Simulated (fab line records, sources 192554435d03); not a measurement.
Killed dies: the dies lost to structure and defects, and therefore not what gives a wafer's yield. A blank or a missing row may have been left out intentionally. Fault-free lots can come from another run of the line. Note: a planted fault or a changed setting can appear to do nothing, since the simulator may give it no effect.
Split-lot experiment -- flow n5_finfet -- on a route of 1938 steps: 7 lots, 21 wafers read

ON THE SPLIT
At N5_BEOL_M8_EXPOSE_08 (exposes mask M8), the setting dose_mj was moved away from the recipe's 68.25 on 6 of the 21 wafers read, by -7.3% to +4.2%. For the rest of the wafers, this setting stayed at what the recipe calls for.

FROM THE SPLIT TO THE READING: what the file shows between them, 2 steps
- N5_BEOL_M8_PEB_09: peb time 60 s
- N5_BEOL_M8_DEVELOP_10: develop time 30 s

THE READING
cd_nm at N5_BEOL_M8_CD_MEAS_11, given in nm (cd target 38.5 nm). A value of 38.5 nm with a standard deviation of 0.37 nm is what fault-free wafers of this fab line usually give.

wafer,"tool, chamber at the split",dose_mj as run,against the recipe,"cd_nm, nm",against lot-mates on the recipe
L075.3,"arfi_scanner-01, 0",68.25,recipe,38.6,-
L075.4,"arfi_scanner-01, 0",68.25,recipe,38.5,-
L075.6,"arfi_scanner-01, 0",68.25,recipe,38.6,-
L076.2,"arfi_scanner-01, 0",63.97,-6.3%,35.5,-2.9
L076.3,"arfi_scanner-01, 0",68.25,recipe,38.3,-
L076.5,"arfi_scanner-01, 0",68.25,recipe,38.5,-
L078.3,"arfi_scanner-03, 0",71.11,+4.2%,40.6,+2.1
L078.4,"arfi_scanner-03, 0",71.11,+4.2%,40.4,+1.9
L078.6,"arfi_scanner-03, 0",68.25,recipe,38.5,-
L081.1,"arfi_scanner-01, 0",68.25,recipe,38.4,-
L081.2,"arfi_scanner-01, 0",65.26,-4.4%,35.7,-2.7
L081.5,"arfi_scanner-01, 0",65.26,-4.4%,36.1,-2.3
L086.1,"arfi_scanner-03, 0",68.25,recipe,38.9,-
L086.2,"arfi_scanner-03, 0",68.25,recipe,38.5,-
L086.4,"arfi_scanner-03, 0",68.25,recipe,38.5,-
L087.1,"arfi_scanner-03, 0",63.25,-7.3%,35.2,-3.3
L087.3,"arfi_scanner-03, 0",68.25,recipe,38.5,-
L087.4,"arfi_scanner-03, 0",68.25,recipe,38.6,-
L096.3,"arfi_scanner-02, 0",68.25,recipe,38.6,-
L096.4,"arfi_scanner-02, 0",68.25,recipe,38.5,-
L096.5,"arfi_scanner-02, 0",68.25,recipe,38.5,-

FIT RESULTS
A straight line over all 21 wafers: cd_nm changes by +0.495 nm for each +1% of dose_mj; r = +0.99; the points scatter about the line by 0.21 nm.
The same after taking each lot's own level away (the mean of its wafers on the recipe; 21 wafers): +0.487 nm for each +1%; r = +0.99; scatter 0.17 nm.
On that fit, the largest move of dose_mj shifts the reading by 3.6 nm.
The lots' own levels span 38.40 to 38.63 nm, that is 0.6 times the standard deviation above.
Hence the lot-to-lot level has little effect on the slope; both slopes agree.
Check: for one of the wafers moved furthest among these (-7.3%), held out of the fit, the line's prediction against its lot-mates is -3.71 nm. It came out at -3.35 nm against them.

THE OTHER SPLITS THESE WAFERS WENT THROUGH
Other splits were also applied to these wafers ahead of the reading. Each is held against what the fit with the lots' levels taken away leaves over:
other split on the same wafers,wafers away from the commonest value,r with cd_nm (lot level and that fit taken away)
N5_BEOL_M6_TRENCH_ETCH_37 time_s,8,+0.23
N5_BEOL_M7_VIA_ETCH_34 source_w,4,+0.15
N5_BEOL_M7_TRENCH_ETCH_37 source_w,8,-0.23

FILE'S OWN FIT
cd_nm changes by +0.483 nm for each +1% of dose_mj, r = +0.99.
